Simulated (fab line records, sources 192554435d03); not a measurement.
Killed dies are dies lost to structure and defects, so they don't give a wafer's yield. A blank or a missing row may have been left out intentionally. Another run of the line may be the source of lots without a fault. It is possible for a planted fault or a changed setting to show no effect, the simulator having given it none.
Struck lot and sound lot, side by side ; flow n5-finfet ; 16 steps out of a route of 1938
Sound: wafers L630.2, L630.3, L630.5. Struck: wafer L636.3. (L636.2, L636.4 of the same lot were not struck and are left out.) The cause comes at the end.
For every step that has rows: the tool of each side, followed by ch and its chambers, followed by its first start. Under that, the readings that differ: sound wafers ; struck wafers ; difference of the means ; sigmas: that difference in standard deviations of wafers without a fault.
alike: readings whose means differ by less than 2 such deviations, and words and numbers that are the same on both sides. not compared: withheld readings, readings that some wafer has no value for, bounds like >300 that may hide the same value, and numbers for which the record gives no deviation and whose values overlap.
Wherever a step has rows on one side only, a row that says differs or no value, or a row with sigmas, the two part there. Numbers that don't overlap but have no deviation are shown without sigmas and don't part them. Lack of a reading on every wafer of one side parts them only where that side has two or more wafers.

first, 1 step without rows for these wafers: N5_GATE_CUT_ETCH_19 (etches SiNx in CH3F/O2, target depth 53.7 nm, time 76.7 s).
N5_GATE_CUT_CUT_ETCH_53: etches W in SF6/Cl2, target depth 79.2 nm.
  sound on rie-metal-02 ch 0,1, day 4 23:14; struck on rie-metal-02 ch 0, day 6 12:24
  alike: drypump-motor-current-A, etch-rf-on-time-s, oes-product-au, throttle-valve-pct
  not compared: rf-hours-counter-h
N5_GATE_CUT_CUT_ETCH_54: etches TiN in Cl2/BCl3, target depth 96.7 nm.
  sound on rie-metal-02 ch 0,1, day 4 23:18; struck on rie-metal-02 ch 0, day 6 12:31
  alike: drypump-motor-current-A, etch-rf-on-time-s, oes-product-au, throttle-valve-pct
  not compared: rf-hours-counter-h
N5_GATE_CUT_CUT_ETCH_55: etches HfO2 in BCl3, target depth 3.2 nm.
  sound on rie-metal-02 ch 0,1, day 4 23:22; struck on rie-metal-02 ch 0, day 6 12:38
  alike: drypump-motor-current-A, oes-product-au, throttle-valve-pct
  not compared: rf-hours-counter-h
N5_GATE_CUT_ETCH_47: etches SiO2 in Cl2/BCl3, target depth 10 nm.
  sound on rie-metal-02 ch 0,1, day 4 23:23; struck on rie-metal-02 ch 0, day 6 12:41
  alike: drypump-motor-current-A, oes-product-au, throttle-valve-pct
  not compared: rf-hours-counter-h
N5_GATE_CUT_VAPOR_ETCH_48: etches TiN in BCl3/Cl2.
  sound on rie-metal-02 ch 0,1, day 4 23:25; struck on rie-metal-02 ch 0, day 6 12:45
  alike: drypump-motor-current-A, oes-product-au
then, 6 steps without rows for these wafers: N5_GATE_CUT_VAPOR_ETCH_49 (etches TiAlC in BCl3/Cl2); N5_GATE_CUT_VAPOR_ETCH_51 (etches HfO2 in BCl3/Cl2); N5_GATE_CUT_STRIP_21 (strips in N2/H2, time 30 s); N5_GATE_CUT_STRIP_29 (strips in post etch residue remover, time 60 s); N5_GATE_CUT_SRD_52 (time 30 s); N5_GATE_CUT_ALD_22 (deposits SiNx, target thk 16 nm, pulse time 1 s, ald cycles 320).
N5_GATE_CUT_CMP_23: polishes, stops on SiO2, t overpolish 23.4 s, target thk 16 nm.
  sound on cmp-03 ch 0,1,3, day 5 01:17; struck on cmp-04 ch 1, day 6 14:44
reading;sound;struck;difference;sigmas
head-pressure-psi (psi);2.506 2.498 2.490;2.120;-0.378;-70
time-to-endpoint-s (s);17.6 18.9 13.4;26.2;+9.6;+4
  alike: motor-current-A, overpolish-run-s
N5_GATE_CUT_THK_MEAS_24:
  struck on film-metro-01, day 6 14:59; sound on film-metro-02, day 5 01:31
  alike: GC_FILL_THK
-- record jumps: 3 days separate the struck wafers' starts on either side; left off in module GATE_CUT, taken up again in module BEOL_M4, whose first shown step is the route's number 1111 --
N5_BEOL_M4_RC_MEAS_101:
  sound on prober-02 ch 0, day 8 04:29; struck on prober-02 ch 0, day 9 22:42
reading;sound;struck;difference;sigmas
ION_N (uA/um);668 690 698;655;-30;-2
ION_P (uA/um);467 468 480;442;-30;-3
VT_P (mV);-249 -247 -243;-254;-8;-2
  alike: DIBL_N, DIBL_P, IOFF_N, IOFF_P, SS_N, SS_P, VT_N
after that, 1 step had no rows for these wafers: N5_PASSIVATION_PROBE_49.

== WHERE THEY PART ==
First at N5_GATE_CUT_CMP_23; last, within this record, at N5_BEOL_M4_RC_MEAS_101.

WHY: what had been put in by the simulator
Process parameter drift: cmp-04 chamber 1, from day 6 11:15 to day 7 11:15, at N5_GATE_CUT_CMP_23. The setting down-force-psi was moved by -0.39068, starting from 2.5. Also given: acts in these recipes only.
